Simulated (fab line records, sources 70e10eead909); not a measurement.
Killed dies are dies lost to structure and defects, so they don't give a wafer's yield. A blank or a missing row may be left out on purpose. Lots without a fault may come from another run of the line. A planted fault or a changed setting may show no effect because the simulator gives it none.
Which tool did it? | flow nand_harc | 24 lots, 72 wafers sampled, at 6 steps of a route of 1302

WHAT THE GAUGES READ, wafer by wafer
The record holds no reading of a measuring or inspecting step that can be judged against a usual standard deviation.

WHICH TOOL RAN EACH LOT (tool, then ch and the chambers of the sampled wafers, then the start)
lot  | NHARC_A_CHANNEL_HOLE_D1_ETCH_21  | NHARC_A_CHANNEL_FILL_D1_ALD_15                 | NHARC_A_CHANNEL_HOLE_D2_ETCH_20  | NHARC_A_CHANNEL_HOLE_D2_ETCH_22  | NHARC_A_CHANNEL_FILL_D2_ALD_03                 | NHARC_A_CHANNEL_FILL_D2_ALD_14
L074 | har_etch-02 ch 0,1, day 8 08:46  | ald_sin_batch-03 ch 0, day 13 02:09 or earlier | har_etch-02 ch 0,1, day 13 02:09 | har_etch-02 ch 0,1, day 13 02:55 | ald_sin_batch-03 ch 0, day 13 16:09 or earlier | ald_hk-02 ch 1,2,3, day 13 16:09
L076 | har_etch-01 ch 0,1, day 9 00:56  | ald_sin_batch-02 ch 0, day 13 20:07 or earlier | har_etch-01 ch 0,1, day 13 20:07 | har_etch-01 ch 0,1, day 13 20:53 | ald_sin_batch-01 ch 0, day 14 11:18 or earlier | ald_hk-01 ch 1,2,3, day 14 11:18
L075 | har_etch-02 ch 0,1, day 9 02:56  | ald_sin_batch-02 ch 0, day 13 16:56 or earlier | har_etch-02 ch 0,1, day 13 16:56 | har_etch-02 ch 0,1, day 13 17:42 | ald_sin_batch-03 ch 0, day 14 05:47 or earlier | ald_hk-01 ch 1,2,3, day 14 05:47
L077 | har_etch-01 ch 0,1, day 9 16:10  | ald_sin_batch-02 ch 0, day 14 03:56 or earlier | har_etch-02 ch 0,1, day 14 03:56 | har_etch-02 ch 0,1, day 14 04:42 | ald_sin_batch-02 ch 0, day 14 18:30 or earlier | ald_hk-04 ch 0,2,3, day 14 18:30
L078 | har_etch-01 ch 0,1, day 10 00:37 | ald_sin_batch-02 ch 0, day 14 16:28 or earlier | har_etch-01 ch 1, day 14 16:28   | har_etch-01 ch 1, day 14 17:16   | ald_sin_batch-01 ch 0, day 15 05:43 or earlier | ald_hk-04 ch 1,3, day 15 05:43
L079 | har_etch-01 ch 0,1, day 10 11:28 | ald_sin_batch-03 ch 0, day 15 03:13 or earlier | har_etch-02 ch 0,1, day 15 03:13 | har_etch-02 ch 0,1, day 15 03:59 | ald_sin_batch-01 ch 0, day 15 16:07 or earlier | ald_hk-04 ch 1,2,3, day 15 16:07
L080 | har_etch-01 ch 0,1, day 10 20:23 | ald_sin_batch-02 ch 0, day 15 14:03 or earlier | har_etch-02 ch 1, day 15 14:03   | har_etch-02 ch 1, day 15 14:49   | ald_sin_batch-02 ch 0, day 16 03:09 or earlier | ald_hk-02 ch 0,3, day 16 03:09
L081 | har_etch-01 ch 0,1, day 11 14:40 | ald_sin_batch-03 ch 0, day 16 05:42 or earlier | har_etch-01 ch 0,1, day 16 05:42 | har_etch-01 ch 0,1, day 16 06:35 | ald_sin_batch-03 ch 0, day 16 18:22 or earlier | ald_hk-01 ch 0,1, day 16 18:22
L083 | har_etch-01 ch 0,1, day 12 04:04 | ald_sin_batch-03 ch 0, day 16 18:33 or earlier | har_etch-02 ch 0,1, day 16 18:33 | har_etch-02 ch 0,1, day 16 19:19 | ald_sin_batch-01 ch 0, day 17 07:14 or earlier | ald_hk-01 ch 0,1,3, day 17 07:14
L082 | har_etch-02 ch 0,1, day 12 06:07 | ald_sin_batch-03 ch 0, day 16 18:30 or earlier | har_etch-01 ch 0,1, day 16 18:30 | har_etch-01 ch 0,1, day 16 19:22 | ald_sin_batch-01 ch 0, day 17 07:10 or earlier | ald_hk-04 ch 1,2, day 17 07:10
L084 | har_etch-01 ch 0,1, day 12 19:38 | ald_sin_batch-02 ch 0, day 17 18:17 or earlier | har_etch-01 ch 0,1, day 17 18:17 | har_etch-01 ch 0,1, day 17 19:02 | ald_sin_batch-02 ch 0, day 18 07:10 or earlier | ald_hk-01 ch 0,1,2, day 18 07:10
L086 | har_etch-01 ch 0,1, day 13 08:02 | ald_sin_batch-01 ch 0, day 18 01:45 or earlier | har_etch-02 ch 0,1, day 18 01:45 | har_etch-02 ch 0,1, day 18 02:32 | ald_sin_batch-01 ch 0, day 18 14:34 or earlier | ald_hk-04 ch 0,1,3, day 18 14:34
L085 | har_etch-02 ch 0,1, day 13 08:59 | ald_sin_batch-01 ch 0, day 17 21:35 or earlier | har_etch-02 ch 0,1, day 17 21:35 | har_etch-02 ch 0,1, day 17 22:23 | ald_sin_batch-01 ch 0, day 18 10:18 or earlier | ald_hk-02 ch 2,3, day 18 10:18
L087 | har_etch-01 ch 0,1, day 13 16:31 | ald_sin_batch-02 ch 0, day 17 22:33 or earlier | har_etch-01 ch 0,1, day 17 22:33 | har_etch-01 ch 0,1, day 17 23:23 | ald_sin_batch-01 ch 0, day 18 10:31 or earlier | ald_hk-02 ch 1,2, day 18 10:31
L089 | har_etch-02 ch 0, day 14 11:31   | ald_sin_batch-02 ch 0, day 18 20:18 or earlier | har_etch-02 ch 0,1, day 18 20:18 | har_etch-02 ch 0,1, day 18 21:03 | ald_sin_batch-03 ch 0, day 19 09:10 or earlier | ald_hk-01 ch 1,2,3, day 19 09:10
L088 | har_etch-01 ch 0,1, day 14 12:32 | ald_sin_batch-02 ch 0, day 18 20:33 or earlier | har_etch-01 ch 0,1, day 18 20:33 | har_etch-01 ch 0,1, day 18 21:21 | ald_sin_batch-03 ch 0, day 19 09:21 or earlier | ald_hk-01 ch 0,3, day 19 09:21
L090 | har_etch-01 ch 0,1, day 15 04:34 | ald_sin_batch-03 ch 0, day 19 22:35 or earlier | har_etch-02 ch 0,1, day 19 22:35 | har_etch-02 ch 0,1, day 19 23:21 | ald_sin_batch-01 ch 0, day 20 11:21 or earlier | ald_hk-02 ch 0,2,3, day 20 11:21
L092 | har_etch-01 ch 1, day 15 21:54   | ald_sin_batch-01 ch 0, day 20 12:19 or earlier | har_etch-01 ch 0,1, day 20 12:19 | har_etch-01 ch 0,1, day 20 13:07 | ald_sin_batch-02 ch 0, day 21 00:07 or earlier | ald_hk-04 ch 0,2,3, day 21 00:07
L091 | har_etch-02 ch 0, day 15 22:09   | ald_sin_batch-01 ch 0, day 20 11:15 or earlier | har_etch-02 ch 1, day 20 11:15   | har_etch-02 ch 1, day 20 12:00   | ald_sin_batch-02 ch 0, day 21 00:07 or earlier | ald_hk-01 ch 0,1, day 21 00:07
L093 | har_etch-01 ch 0, day 16 14:28   | ald_sin_batch-02 ch 0, day 21 02:05 or earlier | har_etch-01 ch 0,1, day 21 02:05 | har_etch-01 ch 0,1, day 21 02:50 | ald_sin_batch-01 ch 0, day 21 14:55 or earlier | ald_hk-02 ch 0,2, day 21 14:55
L094 | har_etch-02 ch 0,1, day 16 14:43 | ald_sin_batch-02 ch 0, day 21 03:56 or earlier | har_etch-02 ch 0,1, day 21 03:56 | har_etch-02 ch 0,1, day 21 04:44 | ald_sin_batch-01 ch 0, day 21 15:07 or earlier | ald_hk-02 ch 0,1,2, day 21 15:07
L095 | har_etch-01 ch 0,1, day 17 05:25 | ald_sin_batch-02 ch 0, day 21 23:30 or earlier | har_etch-02 ch 0,1, day 21 23:30 | har_etch-02 ch 0,1, day 22 00:18 | ald_sin_batch-03 ch 0, day 22 12:17 or earlier | ald_hk-01 ch 0,2, day 22 12:17
L096 | har_etch-02 ch 0,1, day 17 16:02 | ald_sin_batch-02 ch 0, day 22 03:18 or earlier | har_etch-01 ch 0, day 22 03:18   | har_etch-01 ch 0, day 22 04:04   | ald_sin_batch-02 ch 0, day 22 16:04 or earlier | ald_hk-01 ch 0,1, day 22 16:04
L097 | har_etch-01 ch 0,1, day 18 11:40 | ald_sin_batch-01 ch 0, day 23 00:40 or earlier | har_etch-02 ch 0,1, day 23 00:40 | har_etch-02 ch 0,1, day 23 01:25 | ald_sin_batch-01 ch 0, day 23 13:00 or earlier | ald_hk-04 ch 0,3, day 23 13:00
- NHARC_A_CHANNEL_HOLE_D1_ETCH_21: etches the open film in C4F8/O2/Ar, time 514.3 s, target depth 1600 nm.
- NHARC_A_CHANNEL_FILL_D1_ALD_15: deposits SiNx, target thk 2 nm, pulse time 60 s, ald cycles 19.
- NHARC_A_CHANNEL_HOLE_D2_ETCH_20: etches the open film in C4F8/O2/Ar, time 361.9 s, target depth 1600 nm.
- NHARC_A_CHANNEL_HOLE_D2_ETCH_22: etches the open film in C4F8/O2/Ar, time 666.7 s, target depth 1600 nm.
- NHARC_A_CHANNEL_FILL_D2_ALD_03: deposits SiNx, target thk 6 nm, pulse time 60 s, ald cycles 58.
- NHARC_A_CHANNEL_FILL_D2_ALD_14: deposits SiO2, target thk 2.5 nm, pulse time 10 s, ald cycles 25.

WHAT THE TOOLS THEMSELVES READ (means of the sampled wafers that have a number; where no wafer has one, the mark that the record gives instead)
NHARC_A_CHANNEL_HOLE_D1_ETCH_21. Usual: drypump_motor_current_A 5.85 A, standard deviation 0.15; showerhead_plenum_p_Torr 3.60 Torr, standard deviation 0.14; throttle_valve_pct 32.156 %, standard deviation 0.0089.
lot  | tool        | drypump_motor_current_A (A) | showerhead_plenum_p_Torr (Torr) | throttle_valve_pct (%) | flag
L074 | har_etch-02 | 5.73                        | 3.48                            | 32.159                 |
L076 | har_etch-01 | 5.82                        | 3.60                            | 32.154                 |
L075 | har_etch-02 | 5.75                        | 3.47                            | 32.159                 |
L077 | har_etch-01 | 5.94                        | 3.66                            | 32.156                 |
L078 | har_etch-01 | 5.83                        | 3.59                            | 32.159                 |
L079 | har_etch-01 | 5.82                        | 3.59                            | 32.147                 |
L080 | har_etch-01 | 5.92                        | 3.65                            | 32.156                 |
L081 | har_etch-01 | 5.93                        | 3.65                            | 32.159                 |
L083 | har_etch-01 | 5.84                        | 3.58                            | 32.156                 |
L082 | har_etch-02 | 5.84                        | 3.50                            | 32.151                 |
L084 | har_etch-01 | 5.83                        | 3.57                            | 32.150                 |
L086 | har_etch-01 | 5.91                        | 3.64                            | 32.155                 |
L085 | har_etch-02 | 5.83                        | 3.49                            | 32.157                 |
L087 | har_etch-01 | 5.92                        | 3.63                            | 32.166                 |
L089 | har_etch-02 | 5.92                        | 3.52                            | 32.154                 |
L088 | har_etch-01 | 5.91                        | 3.63                            | 32.157                 |
L090 | har_etch-01 | 5.79                        | 3.55                            | 32.148                 |
L092 | har_etch-01 | 5.75                        | 3.49                            | 32.157                 |
L091 | har_etch-02 | 5.92                        | 3.51                            | 32.155                 |
L093 | har_etch-01 | 6.02                        | 3.67                            | 32.153                 |
L094 | har_etch-02 | 5.76                        | 3.78                            | 32.153                 |
L095 | har_etch-01 | 5.82                        | 3.54                            | 32.156                 |
L096 | har_etch-02 | 5.84                        | 3.93                            | 32.151                 |
L097 | har_etch-01 | 5.80                        | 3.53                            | 32.152                 |

NHARC_A_CHANNEL_FILL_D1_ALD_15. Usual: precursor_pulse_height_rel 0.999, standard deviation 0.021.
lot  | tool             | precursor_pulse_height_rel | flag
L074 | ald_sin_batch-03 | 1.014                      |
L076 | ald_sin_batch-02 | 0.995                      |
L075 | ald_sin_batch-02 | 1.001                      |
L077 | ald_sin_batch-02 | 1.001                      |
L078 | ald_sin_batch-02 | 0.999                      |
L079 | ald_sin_batch-03 | 1.008                      |
L080 | ald_sin_batch-02 | 0.986                      |
L081 | ald_sin_batch-03 | 0.995                      |
L083 | ald_sin_batch-03 | 1.000                      |
L082 | ald_sin_batch-03 | 0.993                      |
L084 | ald_sin_batch-02 | 0.987                      |
L086 | ald_sin_batch-01 | 0.994                      |
L085 | ald_sin_batch-01 | 0.996                      |
L087 | ald_sin_batch-02 | 1.005                      |
L089 | ald_sin_batch-02 | 1.009                      |
L088 | ald_sin_batch-02 | 0.997                      |
L090 | ald_sin_batch-03 | 0.994                      |
L092 | ald_sin_batch-01 | 1.001                      |
L091 | ald_sin_batch-01 | 0.989                      |
L093 | ald_sin_batch-02 | 1.014                      |
L094 | ald_sin_batch-02 | 0.989                      |
L095 | ald_sin_batch-02 | 0.994                      |
L096 | ald_sin_batch-02 | 1.000                      |
L097 | ald_sin_batch-01 | 1.003                      |

NHARC_A_CHANNEL_HOLE_D2_ETCH_20. Usual: drypump_motor_current_A 5.82 A, standard deviation 0.15; showerhead_plenum_p_Torr 3.69 Torr, standard deviation 0.2; throttle_valve_pct 32.154 %, standard deviation 0.0082.
lot  | tool        | drypump_motor_current_A (A) | showerhead_plenum_p_Torr (Torr) | throttle_valve_pct (%) | flag
L074 | har_etch-02 | 5.72                        | 3.44                            | 32.160                 |
L076 | har_etch-01 | 5.93                        | 3.63                            | 32.154                 |
L075 | har_etch-02 | 5.84                        | 3.49                            | 32.159                 |
L077 | har_etch-02 | 5.81                        | 3.48                            | 32.149                 |
L078 | har_etch-01 | 5.74                        | 3.50                            | 32.157                 |
L079 | har_etch-02 | 5.75                        | 3.79                            | 32.146                 |
L080 | har_etch-02 | 5.66                        | 3.93                            | 32.157                 |
L081 | har_etch-01 | 5.82                        | 3.55                            | 32.153                 |
L083 | har_etch-02 | 5.84                        | 3.65                            | 32.159                 |
L082 | har_etch-01 | 5.82                        | 3.54                            | 32.155                 |
L084 | har_etch-01 | 5.84                        | 3.54                            | 32.161                 |
L086 | har_etch-02 | 5.81                        | 3.92                            | 32.148                 |
L085 | har_etch-02 | 5.83                        | 3.93                            | 32.150                 |
L087 | har_etch-01 | 5.81                        | 3.53                            | 32.156                 |
L089 | har_etch-02 | 5.78                        | 3.91                            | 32.160                 |
L088 | har_etch-01 | 5.83                        | 3.53                            | 32.145                 |
L090 | har_etch-02 | 5.74                        | 3.90                            | 32.154                 |
L092 | har_etch-01 | 5.93                        | 3.58                            | 32.161                 |
L091 | har_etch-02 | 5.63                        | 3.89                            | 32.154                 |
L093 | har_etch-01 | 5.94                        | 3.57                            | 32.159                 |
L094 | har_etch-02 | 5.84                        | 3.90                            | 32.153                 |
L095 | har_etch-02 | 5.85                        | 3.89                            | 32.158                 |
L096 | har_etch-01 | 6.02                        | 3.63                            | 32.156                 |
L097 | har_etch-02 | 5.76                        | 3.88                            | 32.146                 |

NHARC_A_CHANNEL_HOLE_D2_ETCH_22. Usual: drypump_motor_current_A 5.83 A, standard deviation 0.15; showerhead_plenum_p_Torr 3.68 Torr, standard deviation 0.2; throttle_valve_pct 32.155 %, standard deviation 0.009.
lot  | tool        | drypump_motor_current_A (A) | showerhead_plenum_p_Torr (Torr) | throttle_valve_pct (%) | flag
L074 | har_etch-02 | 5.76                        | 3.44                            | 32.154                 |
L076 | har_etch-01 | 5.91                        | 3.63                            | 32.155                 |
L075 | har_etch-02 | 5.84                        | 3.48                            | 32.161                 |
L077 | har_etch-02 | 5.83                        | 3.48                            | 32.150                 |
L078 | har_etch-01 | 5.72                        | 3.50                            | 32.156                 |
L079 | har_etch-02 | 5.75                        | 3.79                            | 32.156                 |
L080 | har_etch-02 | 5.65                        | 3.93                            | 32.160                 |
L081 | har_etch-01 | 5.82                        | 3.55                            | 32.159                 |
L083 | har_etch-02 | 5.85                        | 3.64                            | 32.152                 |
L082 | har_etch-01 | 5.83                        | 3.54                            | 32.149                 |
L084 | har_etch-01 | 5.81                        | 3.54                            | 32.164                 |
L086 | har_etch-02 | 5.83                        | 3.92                            | 32.149                 |
L085 | har_etch-02 | 5.83                        | 3.93                            | 32.155                 |
L087 | har_etch-01 | 5.83                        | 3.53                            | 32.166                 |
L089 | har_etch-02 | 5.74                        | 3.91                            | 32.154                 |
L088 | har_etch-01 | 5.82                        | 3.53                            | 32.154                 |
L090 | har_etch-02 | 5.74                        | 3.90                            | 32.157                 |
L092 | har_etch-01 | 5.92                        | 3.58                            | 32.150                 |
L091 | har_etch-02 | 5.65                        | 3.89                            | 32.156                 |
L093 | har_etch-01 | 5.91                        | 3.57                            | 32.150                 |
L094 | har_etch-02 | 5.83                        | 3.90                            | 32.153                 |
L095 | har_etch-02 | 5.86                        | 3.89                            | 32.156                 |
L096 | har_etch-01 | 6.02                        | 3.63                            | 32.153                 |
L097 | har_etch-02 | 5.73                        | 3.88                            | 32.155                 |

NHARC_A_CHANNEL_FILL_D2_ALD_03. Usual: precursor_pulse_height_rel 1.000, standard deviation 0.023.
lot  | tool             | precursor_pulse_height_rel | flag
L074 | ald_sin_batch-03 | 0.999                      |
L076 | ald_sin_batch-01 | 0.991                      |
L075 | ald_sin_batch-03 | 0.988                      |
L077 | ald_sin_batch-02 | 0.981                      |
L078 | ald_sin_batch-01 | 0.989                      |
L079 | ald_sin_batch-01 | 1.001                      |
L080 | ald_sin_batch-02 | 0.992                      |
L081 | ald_sin_batch-03 | 1.019                      |
L083 | ald_sin_batch-01 | 0.994                      |
L082 | ald_sin_batch-01 | 1.006                      |
L084 | ald_sin_batch-02 | 0.996                      |
L086 | ald_sin_batch-01 | 1.021                      |
L085 | ald_sin_batch-01 | 1.001                      |
L087 | ald_sin_batch-01 | 1.016                      |
L089 | ald_sin_batch-03 | 1.000                      |
L088 | ald_sin_batch-03 | 0.979                      |
L090 | ald_sin_batch-01 | 1.001                      |
L092 | ald_sin_batch-02 | 1.002                      |
L091 | ald_sin_batch-02 | 1.020                      |
L093 | ald_sin_batch-01 | 1.010                      |
L094 | ald_sin_batch-01 | 0.994                      |
L095 | ald_sin_batch-03 | 1.003                      |
L096 | ald_sin_batch-02 | 0.994                      |
L097 | ald_sin_batch-01 | 1.028                      |

NHARC_A_CHANNEL_FILL_D2_ALD_14. Usual: heater_power_w 469 W, standard deviation 56; precursor_pulse_height_rel 1.001, standard deviation 0.021.
lot  | tool      | heater_power_w (W) | precursor_pulse_height_rel | flag
L074 | ald_hk-02 | 491                | 1.011                      |
L076 | ald_hk-01 | 477                | 1.005                      |
L075 | ald_hk-01 | 473                | 1.005                      |
L077 | ald_hk-04 | 454                | 1.009                      |
L078 | ald_hk-04 | 462                | 1.008                      |
L079 | ald_hk-04 | 466                | 0.982                      |
L080 | ald_hk-02 | 458                | 1.023                      |
L081 | ald_hk-01 | 439                | 1.010                      |
L083 | ald_hk-01 | 464                | 1.017                      |
L082 | ald_hk-04 | 488                | 1.013                      |
L084 | ald_hk-01 | 461                | 1.013                      |
L086 | ald_hk-04 | 483                | 1.003                      |
L085 | ald_hk-02 | 437                | 0.988                      |
L087 | ald_hk-02 | 516                | 0.985                      |
L089 | ald_hk-01 | 477                | 0.992                      |
L088 | ald_hk-01 | 399                | 0.998                      |
L090 | ald_hk-02 | 472                | 1.004                      |
L092 | ald_hk-04 | 454                | 1.019                      |
L091 | ald_hk-01 | 510                | 1.011                      |
L093 | ald_hk-02 | 511                | 0.976                      |
L094 | ald_hk-02 | 515                | 1.005                      |
L095 | ald_hk-01 | 443                | 1.009                      |
L096 | ald_hk-01 | 496                | 1.005                      |
L097 | ald_hk-04 | 468                | 1.022                      |

THE ANSWER, worked out from the rows above alone
Rule: a lot is off if the mean of its wafers that have a number lies more than 3 standard deviations from the usual mean. A lot without any number at a reading at which 4 lots or more have one is off too. The other lots that the step has rows for count as sound. The gauges are gone through in route order, then the tools' own readings, and for those a lot's mean is taken as printed above. The first step at which some lot is off is used, and at that step the reading that is off furthest; a lot without a number counts as furthest.
No lot is off at any reading shown: from this, nothing can be told.

WHAT THE SIMULATOR HAD PUT IN
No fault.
